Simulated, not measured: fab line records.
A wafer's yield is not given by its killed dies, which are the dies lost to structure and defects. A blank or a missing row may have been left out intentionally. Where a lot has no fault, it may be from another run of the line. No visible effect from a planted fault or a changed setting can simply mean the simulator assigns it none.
fab line records	flow n5-finfet
[record] lots = 7	wafers = 21
route steps=1938 shown BEOL_M9@1431 BEOL_M10@1470 BEOL_M11@1561
start-h: hours from the record's first day to the start of the lot's first wafer shown	wait-h: hours since the lot's step before	" the same as in the row above	L1.1+2: a row that stands for several wafers	- no value present, or no start provided	* or withheld: withheld	< > ~ a bound
route shown NAME@n: a module of which the file shows steps, and the number in the route of the first	usual: average and standard deviation across the fault-free wafers	same: alike in all rows	chamber/n: place in a boat	sites: per-site readings	_std_site: the standard deviation of these	_edge_site: inner sites' mean taken away from outer sites' mean	radius-mm: how far each site lies from the wafer's centre	mask NAME#n: copy n	behind: the most recent tool/chamber to have shaped the wafer	hold: why the lot was held/for how many hours/how that ended	device: the transistor (n, p or np) that didn't switch	end of line: the tests these same wafers got at the end of their route	where a step has no rows: the recipe by itself	killed: count of dies lost to structure and defects at first sort (not the wafer's yield)	map: dies across one wafer; x = killed, . = not, _ = none there
set.NAME: the run value of the setting; set.NAME@STEP: its run value at that earlier step	model.NAME: the simulator's own value behind a step, which no gauge read
lots with deliberately changed settings; one table per step, one row per wafer
[[steps]]
[step N5_BEOL_M9_EXPOSE_25]
[recipe] mask-id = V8	na = 0.33	source-shape = annular	sigma-inner = 0.4	sigma-outer = 0.8	polarization = unpolarized	dose-mj = 37.25
lot.wafer	tool	chamber	start-h	wait-h	mask	set.dose-mj
L082.1+2	euv-scanner-01	0	255.95	-	V8#0	37.25
L082.6	"	0	"	"	V8#0	39.68
L083.1	euv-scanner-02	0	263.09	-	V8#0	35.97
L083.4+6	"	0	"	"	V8#0	37.25
L087.1+4+6	euv-scanner-02	0	303.17	-	V8#0	37.25
L090.2+3+5	euv-scanner-02	0	312.92	-	V8#0	37.25
L092.1+5	euv-scanner-02	0	315.70	-	V8#0	37.25
L092.3	"	0	"	"	V8#0	35.16
L093.3	euv-scanner-02	0	322.79	-	V8#0	37.25
L093.4+6	"	0	"	"	V8#0	39.48
L094.1	euv-scanner-02	0	339.49	-	V8#0	37.25
L094.5+6	"	0	"	"	V8#0	36.08
[step N5_BEOL_M9_PEB_26]
[recipe] peb-temp-c = 100	peb-time-s = 60	resist = CAR-EUV
[step N5_BEOL_M9_DEVELOP_27]
[recipe] develop-time-s = 30	developer = TMAH	resist = CAR-EUV	rinse-liquid = surfactant-rinse	dry = air-spin	dev-temp-c = 23
[step N5_BEOL_M9_CD_MEAS_28]
[recipe] target-cd-nm = 70	landing-energy-ev = 500	detector = se-inlens	polarity = opening
[usual] cd-nm = 70.0/0.31
lot.wafer	tool	chamber	start-h	wait-h	set.dose-mj@BEOL_M9_EXPOSE_25	cd-nm
L082.1	cd-sem-01	0	256.08	-	37.25	69.9
L082.2	"	0	"	"	37.25	69.6
L082.6	"	0	"	"	39.68	71.3
L083.1	cd-sem-01	0	263.22	-	35.97	69.2
L083.4	"	0	"	"	37.25	70.5
L083.6	"	0	"	"	37.25	69.9
L087.1	cd-sem-01	0	303.30	-	37.25	70.4
L087.4	"	0	"	"	37.25	70.0
L087.6	"	0	"	"	37.25	70.1
L090.2	cd-sem-03	0	313.05	-	37.25	70.2
L090.3	"	0	"	"	37.25	70.5
L090.5	"	0	"	"	37.25	70.1
L092.1	cd-sem-03	0	315.83	-	37.25	70.2
L092.3	"	0	"	"	35.16	69.0
L092.5	"	0	"	"	37.25	69.8
L093.3	cd-sem-02	0	322.91	-	37.25	69.3
L093.4	"	0	"	"	39.48	71.2
L093.6	"	0	"	"	39.48	70.8
L094.1	cd-sem-01	0	339.62	-	37.25	69.5
L094.5	"	0	"	"	36.08	69.3
L094.6	"	0	"	"	36.08	69.2
[step N5_BEOL_M9_DESCUM_33]
[recipe] chemistry = O2	time-s = 7	source-power-w = 50	bias-power-w = 20	pressure-mtorr = 20	rf-frequency-hz = 2.712e+07	temp-c = 40	resist = CAR-EUV	o2-flow-sccm = 225
lot.wafer	tool	chamber	start-h	wait-h	set.spin-rpm@BEOL_M9_COAT_22	model.CAR-EUV_of_BEOL_M9_COAT_22.thk-nm
L082.1+6	rie-diel-05	1,2	256.20	0.0	1406	27.2
L082.2	"	3	"	"	1500	26
L083.1	rie-diel-01	3	263.36	0.1	1500	26
L083.4	"	1	"	"	1500	25.8
L083.6	"	2	"	"	1653	24.4
L087.1	rie-diel-01	2	303.42	0.0	1500	26
L087.4+6	"	3,0	"	"	1500	26.2
L090.2+5	rie-diel-01	0	313.50	0.4	1500	26.2
L090.3	"	1	"	"	1500	26
L092.1	rie-diel-03	0	315.95	0.0	1500	26.2
L092.3+5	"	1,0	"	"	1500	26
L093.3+4	rie-diel-01	3,2	323.03	0.0	1390	27.2
L093.6	"	0	"	"	1500	26
L094.1+5	rie-diel-01	0,3	339.75	0.0	1582	25.2
L094.6	"	0	"	"	1500	26
[step N5_BEOL_M9_ETCH_76]
[recipe] chemistry = N2/H2	target = underlayer	target-depth-a = 65	mask-material = CAR-EUV	time-s = 5.2	ion-energy-ev = 200	pressure-mtorr = 30	source-w = 840	bias-w = 150	n2-flow-sccm = 200	h2-flow-sccm = 200	ends = cleared
lot.wafer	tool	chamber	start-h	wait-h	set.spin-rpm@BEOL_M9_COAT_22	model.CAR-EUV_of_BEOL_M9_COAT_22.thk-nm
L082.1	rie-diel-05	1	256.24	0.0	1406	21.4
L082.2	"	3	"	"	1500	20.4
L082.6	"	2	"	"	1406	21.6
L083.1+4	rie-diel-01	3,1	263.40	0.0	1500	20.2
L083.6	"	2	"	"	1653	18.8
L087.1	rie-diel-01	2	303.46	0.0	1500	20.2
L087.4	"	3	"	"	1500	20.4
L087.6	"	0	"	"	1500	20.6
L090.2+5	rie-diel-01	0	313.53	0.0	1500	20.6
L090.3	"	1	"	"	1500	20.4
L092.1+3	rie-diel-03	0,1	315.98	0.0	1500	20.4
L092.5	"	0	"	"	1500	20.2
L093.3	rie-diel-01	3	323.06	0.0	1390	21.2
L093.4	"	2	"	"	1390	21.4
L093.6	"	0	"	"	1500	20.4
L094.1	rie-diel-01	0	339.78	0.0	1582	19.6
L094.5	"	3	"	"	1582	19.4
L094.6	"	0	"	"	1500	20.4
[step N5_BEOL_M10_ILD_DEP_00]
[recipe] material = SiCOH_lowk	target-thk-a = 3085.1	temp-c = 300	precursor = DEMS/porogen	pressure-torr = 5	rf-w = 500	time-s = 58
lot.wafer	tool	chamber	start-h	wait-h	set.time-s	model.SiCOH_lowk_of_BEOL_M10_ILD_DEP_00.thk-nm
L082.1	pecvd-03	0	260.73	0.0	58	309.8
L082.2	"	2	"	"	58	308.4
L082.6	"	0	"	"	58	310.4
L083.1	pecvd-01	0	268.11	0.0	62.12	330
L083.4	"	1	"	"	62.12	339.4
L083.6	"	0	"	"	62.12	333
L087.1	pecvd-02	0	308.34	0.0	58	306.2
L087.4	"	2	"	"	58	315
L087.6	"	1	"	"	58	307.2
L090.2+3	pecvd-02	2,0	318.11	0.0	58	303.6
L090.5	"	2	"	"	58	309.8
L092.1	pecvd-03	1	319.01	0.0	55.75	295.8
L092.3	"	0	"	"	55.75	291.6
L092.5	"	2	"	"	58	305.8
L093.3	pecvd-02	2	326.49	0.1	60.64	318.2
L093.4	"	1	"	"	58	304.8
L093.6	"	2	"	"	60.64	319.6
L094.1+6	pecvd-03	0,2	345.22	0.0	66.32	349.6
L094.5	"	1	"	"	58	309.4
[step N5_BEOL_M10_CURE_71]
[recipe] temp-c = 385	time-s = 240	ambient = He/Ar	material = SiCOH_lowk
lot.wafer	tool	chamber	start-h	wait-h	set.time-s@BEOL_M10_ILD_DEP_00	model.SiCOH_lowk_of_BEOL_M10_ILD_DEP_00.thk-nm
L082.1	uv-cure-03	0	260.83	0.1	58	269.2
L082.2	"	0	"	"	58	267.8
L082.6	"	0	"	"	58	269.8
L083.1	uv-cure-02	2	268.19	0.0	62.12	287
L083.4	"	2	"	"	62.12	295.2
L083.6	"	2	"	"	62.12	289.8
L087.1	uv-cure-03	0	308.42	0.0	58	266
L087.4	"	0	"	"	58	273.8
L087.6	"	0	"	"	58	266.8
L090.2+3	uv-cure-02	2	318.35	0.2	58	263.6
L090.5	"	2	"	"	58	269.2
L092.1	uv-cure-03	1	319.09	0.0	55.75	256.8
L092.3	"	1	"	"	55.75	253.2
L092.5	"	1	"	"	58	265.6
L093.3	uv-cure-02	1	326.89	0.4	60.64	276.6
L093.4	"	1	"	"	58	264.8
L093.6	"	1	"	"	60.64	277.8
L094.1+6	uv-cure-02	1	345.58	0.3	66.32	304.4
L094.5	"	1	"	"	58	268.8
[step N5_BEOL_M10_THK_MEAS_01]
[recipe] reads = SiCOH_lowk_of_BEOL_M10_ILD_DEP_00
[usual] M10_ILD_THK = 266/3.5
lot.wafer	tool	chamber	start-h	wait-h	set.time-s@BEOL_M10_ILD_DEP_00	M10_ILD_THK[nm]
L082.1	film-metro-02	-	261.35	0.4	58	269
L082.2	"	-	"	"	58	268
L082.6	"	-	"	"	58	270
L083.1	film-metro-02	-	270.14	1.6	62.12	287
L083.4	"	-	"	"	62.12	295
L083.6	"	-	"	"	62.12	290
L087.1	film-metro-02	-	309.41	0.8	58	266
L087.4	"	-	"	"	58	274
L087.6	"	-	"	"	58	267
L090.2	film-metro-01	-	319.19	0.7	58	264
L090.3	"	-	"	"	58	264
L090.5	"	-	"	"	58	269
L092.1	film-metro-01	-	319.60	0.4	55.75	257
L092.3	"	-	"	"	55.75	253
L092.5	"	-	"	"	58	266
L093.3	film-metro-02	-	327.56	0.5	60.64	277
L093.4	"	-	"	"	58	265
L093.6	"	-	"	"	60.64	278
L094.1	film-metro-01	-	346.09	0.4	66.32	304
L094.5	"	-	"	"	58	269
L094.6	"	-	"	"	66.32	304
[step N5_BEOL_M10_EXPOSE_08]
[recipe] mask-id = M10	na = 1.35	source-shape = dipole	sigma-inner = 0.411	sigma-outer = 0.611	polarization = te	dose-mj = 53.75
lot.wafer	tool	chamber	start-h	wait-h	mask	set.dose-mj
L082.1+2+6	arfi-scanner-01	0	261.95	-	M10#0	53.75
L083.1+6	arfi-scanner-01	0	270.84	-	M10#0	57.64
L083.4	"	0	"	"	M10#0	53.75
L087.1+6	arfi-scanner-01	0	309.91	-	M10#0	51.71
L087.4	"	0	"	"	M10#0	53.75
L090.2+3+5	arfi-scanner-02	0	320.46	-	M10#0	53.75
L092.1+3+5	arfi-scanner-03	0	320.69	-	M10#0	53.75
L093.3+4+6	arfi-scanner-02	0	328.47	-	M10#0	53.75
L094.1	arfi-scanner-03	0	348.88	-	M10#0	51.95
L094.5+6	"	0	"	"	M10#0	53.75
[step N5_BEOL_M10_PEB_09]
[recipe] peb-temp-c = withheld	peb-time-s = 60	resist = CAR-ArF
[step N5_BEOL_M10_DEVELOP_10]
[recipe] develop-time-s = 30	developer = TMAH	resist = CAR-ArF	rinse-liquid = diw	dry = air-spin	dev-temp-c = 23
[step N5_BEOL_M10_CD_MEAS_11]
[recipe] target-cd-nm = 64.1	landing-energy-ev = 500	detector = se-inlens	polarity = opening
[usual] cd-nm = 64.3/0.71
lot.wafer	tool	chamber	start-h	wait-h	set.dose-mj@BEOL_M10_EXPOSE_08	cd-nm
L082.1	cd-sem-02	0	262.07	-	53.75	65.0
L082.2	"	0	"	"	53.75	64.6
L082.6	"	0	"	"	53.75	64.6
L083.1	cd-sem-01	0	270.97	-	57.64	68.4
L083.4	"	0	"	"	53.75	64.6
L083.6	"	0	"	"	57.64	68.2
L087.1	cd-sem-03	0	310.04	-	51.71	61.4
L087.4	"	0	"	"	53.75	64.2
L087.6	"	0	"	"	51.71	62.2
L090.2	cd-sem-01	0	320.58	-	53.75	62.7
L090.3	"	0	"	"	53.75	64.3
L090.5	"	0	"	"	53.75	63.8
L092.1	cd-sem-03	0	320.82	-	53.75	63.7
L092.3	"	0	"	"	53.75	64.5
L092.5	"	0	"	"	53.75	64.8
L093.3	cd-sem-03	0	328.58	-	53.75	64.3
L093.4	"	0	"	"	53.75	64.7
L093.6	"	0	"	"	53.75	63.7
L094.1	cd-sem-02	0	349.00	-	51.95	63.4
L094.5	"	0	"	"	53.75	64.6
L094.6	"	0	"	"	53.75	64.8
[step N5_BEOL_M10_DESCUM_16]
[recipe] chemistry = O2	time-s = 7.9	source-power-w = 50	bias-power-w = 20	pressure-mtorr = 20	rf-frequency-hz = 2.712e+07	temp-c = 40	resist = CAR-ArF	o2-flow-sccm = 225
[step N5_BEOL_M10_ETCH_61]
[recipe] chemistry = CF4	target = SiARC	target-depth-a = 390	mask-material = CAR-ArF	time-s = 65	ion-energy-ev = 80	pressure-mtorr = 40	source-w = 545	bias-w = 36	Ar_flow_sccm = 100	cf4-flow-sccm = 100	ends = cleared
lot.wafer	tool	chamber	start-h	wait-h	set.dose-mj@BEOL_M10_EXPOSE_08	model.BEOL_M10.cd-offset-nm
L082.1	rie-diel-02	0	262.20	0.0	53.75	0.8
L082.2	"	3	"	"	53.75	0.4
L082.6	"	3	"	"	53.75	0
L083.1	rie-diel-06	2	271.09	0.0	57.64	3.6
L083.4	"	1	"	"	53.75	0.4
L083.6	"	1	"	"	57.64	4.2
L087.1	rie-diel-02	3	310.22	0.0	51.71	-2.4
L087.4	"	0	"	"	53.75	0
L087.6	"	0	"	"	51.71	-2.2
L090.2	rie-diel-02	3	320.71	0.0	53.75	-1.2
L090.3	"	0	"	"	53.75	0
L090.5	"	2	"	"	53.75	-0.8
L092.1	rie-diel-04	1	320.94	0.0	53.75	-0.8
L092.3	"	2	"	"	53.75	0.2
L092.5	"	0	"	"	53.75	0.4
L093.3	rie-diel-02	2	328.70	0.0	53.75	-0.2
L093.4	"	0	"	"	53.75	0.6
L093.6	"	3	"	"	53.75	-0.4
L094.1	rie-diel-02	2	349.13	0.0	51.95	-1.2
L094.5+6	"	2,3	"	"	53.75	0.2
[step N5_BEOL_M10_ETCH_62]
[recipe] chemistry = N2/H2	target = SOC	target-depth-a = 1100	overetch-a = 220	mask-material = SiARC	temp-c = 40	time-s = 165	ion-energy-ev = 200	pressure-mtorr = 30	source-w = 840	bias-w = 150	n2-flow-sccm = 200	h2-flow-sccm = 200
lot.wafer	tool	chamber	start-h	wait-h	set.dose-mj@BEOL_M10_EXPOSE_08	model.BEOL_M10.cd-offset-nm
L082.1	rie-diel-02	3	262.25	0.0	53.75	1
L082.2	"	0	"	"	53.75	0.2
L082.6	"	1	"	"	53.75	0
L083.1	rie-diel-06	2	271.14	0.0	57.64	3
L083.4	"	1	"	"	53.75	0.2
L083.6	"	1	"	"	57.64	4
L087.1	rie-diel-02	3	310.27	0.0	51.71	-2.2
L087.4	"	0	"	"	53.75	0
L087.6	"	0	"	"	51.71	-2.4
L090.2	rie-diel-02	3	320.76	0.0	53.75	-1.2
L090.3	"	0	"	"	53.75	-0.2
L090.5	"	2	"	"	53.75	-0.8
L092.1	rie-diel-04	1	320.99	0.0	53.75	-1
L092.3	"	2	"	"	53.75	0.4
L092.5	"	0	"	"	53.75	0
L093.3	rie-diel-02	2	328.75	0.0	53.75	-0.4
L093.4	"	0	"	"	53.75	0.4
L093.6	"	3	"	"	53.75	-0.6
L094.1	rie-diel-02	2	349.18	0.0	51.95	-1.2
L094.5	"	2	"	"	53.75	0
L094.6	"	3	"	"	53.75	0.6
[step N5_BEOL_M10_STRIP_68]
[recipe] chemistry = N2/H2	temp-c = 40	n2-flow-sccm = 200	h2-flow-sccm = 200	rf-frequency-hz = 6e+07
[step N5_BEOL_M10_STRIP_67]
[recipe] chemistry = CF4	resist = SiARC	power-w = 300	bias-power-w = 75	pressure-mtorr = 50	cf4-flow-sccm = 150	rf-frequency-hz = 6e+07
[step N5_BEOL_M10_HM_OPEN_17]
[recipe] chemistry = Cl2/BCl3	target-depth-a = 200	overetch-a = 60	target = TiN	mask-material = SOC	ion-energy-ev = 150	pressure-mtorr = 10	icp-w = 1000	bias-w = 126	Cl2_flow_sccm = 53.25	bcl3-flow-sccm = 21.75	Ar_flow_sccm = 25
[step N5_BEOL_M10_STRIP_19]
[recipe] chemistry = O2	power-w = 400	temp-c = 40	pressure-mtorr = 30	rf-frequency-hz = 6e+07	bias-power-w = 0	overash-fraction = 0.2	o2-flow-sccm = 225
[step N5_BEOL_M10_CD_MEAS_18]
[recipe] pitch-nm = 140	target-cd-nm = 70
[usual] cd-nm = 70.0/0.76
lot.wafer	tool	chamber	start-h	wait-h	set.dose-mj@BEOL_M10_EXPOSE_08	cd-nm
L082.1	cd-sem-01	-	262.62	0.0	53.75	71.0
L082.2	"	-	"	"	53.75	71.0
L082.6	"	-	"	"	53.75	69.7
L083.1	cd-sem-03	-	271.51	0.0	57.64	72.7
L083.4	"	-	"	"	53.75	70.2
L083.6	"	-	"	"	57.64	73.8
L087.1	cd-sem-01	-	310.64	0.0	51.71	68.1
L087.4	"	-	"	"	53.75	70.0
L087.6	"	-	"	"	51.71	68.3
L090.2	cd-sem-03	-	321.13	0.1	53.75	69.0
L090.3	"	-	"	"	53.75	70.1
L090.5	"	-	"	"	53.75	69.4
L092.1	cd-sem-02	-	321.36	0.0	53.75	69.2
L092.3	"	-	"	"	53.75	70.4
L092.5	"	-	"	"	53.75	69.9
L093.3	cd-sem-03	-	329.13	0.1	53.75	70.0
L093.4	"	-	"	"	53.75	70.3
L093.6	"	-	"	"	53.75	69.6
L094.1	cd-sem-03	-	349.61	0.0	51.95	68.5
L094.5	"	-	"	"	53.75	70.4
L094.6	"	-	"	"	53.75	70.5
[step N5_BEOL_M10_COAT_63]
[recipe] resist = SOC	temp-c = 250	time-s = 60	spin-rpm = 1500	resist-thk-nm = 100
[step N5_BEOL_M10_COAT_64]
[recipe] resist = SiARC	temp-c = 220	time-s = 60	spin-rpm = 1500	resist-thk-nm = 30
[step N5_BEOL_M10_PRECLEAN_42]
[recipe] chemistry = residue-remover	time-s = 60	temp-c = 40
[step N5_BEOL_M10_SRD_43]
[recipe] time-s = 30	temp-c = 23	rinse-liquid = diw	dry = ipa-marangoni
[step N5_BEOL_M10_CD_MEAS_35]
[recipe] target-cd-nm = 70	polarity = opening
[usual] cd-nm = 70.0/0.79
lot.wafer	tool	chamber	start-h	wait-h	set.dose-mj@BEOL_M10_EXPOSE_08	cd-nm
L082.1	cd-sem-01	-	263.76	0.0	53.75	70.9
L082.2	"	-	"	"	53.75	70.5
L082.6	"	-	"	"	53.75	70.1
L083.1	cd-sem-02	-	275.21	0.0	57.64	73.0
L083.4	"	-	"	"	53.75	70.4
L083.6	"	-	"	"	57.64	73.8
L087.1	cd-sem-03	-	313.83	0.0	51.71	68.1
L087.4	"	-	"	"	53.75	70.1
L087.6	"	-	"	"	51.71	68.2
L090.2	cd-sem-03	-	323.82	0.0	53.75	69.0
L090.3	"	-	"	"	53.75	70.0
L090.5	"	-	"	"	53.75	69.3
L092.1	cd-sem-03	-	324.00	0.0	53.75	69.5
L092.3	"	-	"	"	53.75	70.2
L092.5	"	-	"	"	53.75	70.0
L093.3	cd-sem-03	-	330.97	0.0	53.75	69.9
L093.4	"	-	"	"	53.75	70.3
L093.6	"	-	"	"	53.75	69.4
L094.1	cd-sem-01	-	350.84	0.0	51.95	68.9
L094.5	"	-	"	"	53.75	70.4
L094.6	"	-	"	"	53.75	70.4
[step N5_BEOL_M11_COAT_64]
[recipe] resist = SiARC	temp-c = 220	time-s = 60	spin-rpm = 1500	resist-thk-nm = 30
lot.wafer	tool	chamber	start-h	wait-h	set.spin-rpm	model.SiARC_of_BEOL_M11_COAT_64.thk-nm
L082.1+2+6	litho-track-02	0	-	-	1500	30
L083.1	litho-track-04	0	-	-	1563	29.4
L083.4+6	"	0	"	"	1500	30
L087.1	litho-track-02	0	-	-	1626	29
L087.4+6	"	0	"	"	1500	30.2
L090.2	litho-track-04	0	-	-	1500	30
L090.3+5	"	0	"	"	1500	30.2
L092.1	litho-track-05	0	-	-	1449	30.6
L092.3	"	0	"	"	1500	30
L092.5	"	0	"	"	1449	30.4
L093.3+6	litho-track-02	0	-	-	1500	30
L093.4	"	0	"	"	1345	31.6
L094.1+5	litho-track-05	0	-	-	1500	30
L094.6	"	0	"	"	1375	31.4
[[key]]
[split] step = N5_BEOL_M9_EXPOSE_25	setting = dose-mj	stated = 37.25	by = wafer
[response] step = N5_BEOL_M9_CD_MEAS_28	reading = cd-nm	change = +0.226	per = 1%	r = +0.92
[split] step = N5_BEOL_M10_ILD_DEP_00	setting = time-s	stated = 58	by = wafer
[response] step = N5_BEOL_M10_ILD_DEP_00	reading = model.SiCOH_lowk_of_BEOL_M10_ILD_DEP_00.thk-nm	change = +2.85	per = 1%	r = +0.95
[response] step = N5_BEOL_M10_CURE_71	reading = model.SiCOH_lowk_of_BEOL_M10_ILD_DEP_00.thk-nm	change = +2.52	per = 1%	r = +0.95
[response] step = N5_BEOL_M10_THK_MEAS_01	reading = M10_ILD_THK	change = +2.52	per = 1%	r = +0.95
[split] step = N5_BEOL_M10_EXPOSE_08	setting = dose-mj	stated = 53.75	by = wafer
[response] step = N5_BEOL_M10_CD_MEAS_11	reading = cd-nm	change = +0.519	per = 1%	r = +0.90
[response] step = N5_BEOL_M10_ETCH_61	reading = model.BEOL_M10.cd-offset-nm	change = +0.497	per = 1%	r = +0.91
[response] step = N5_BEOL_M10_ETCH_62	reading = model.BEOL_M10.cd-offset-nm	change = +0.483	per = 1%	r = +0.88
[response] step = N5_BEOL_M10_CD_MEAS_18	reading = cd-nm	change = +0.453	per = 1%	r = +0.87
[response] step = N5_BEOL_M10_CD_MEAS_35	reading = cd-nm	change = +0.437	per = 1%	r = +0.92
[split] step = N5_BEOL_M11_COAT_64	setting = spin-rpm	stated = 1500	by = wafer
[response] step = N5_BEOL_M11_COAT_64	reading = model.SiARC_of_BEOL_M11_COAT_64.thk-nm	change = -0.154	per = 1%	r = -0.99
split outside-this-file step=N5_BEOL_M9_COAT_22 setting=spin-rpm
// split outside-this-file: this setting was split too, and the file shows its column; the key of that split is in another file
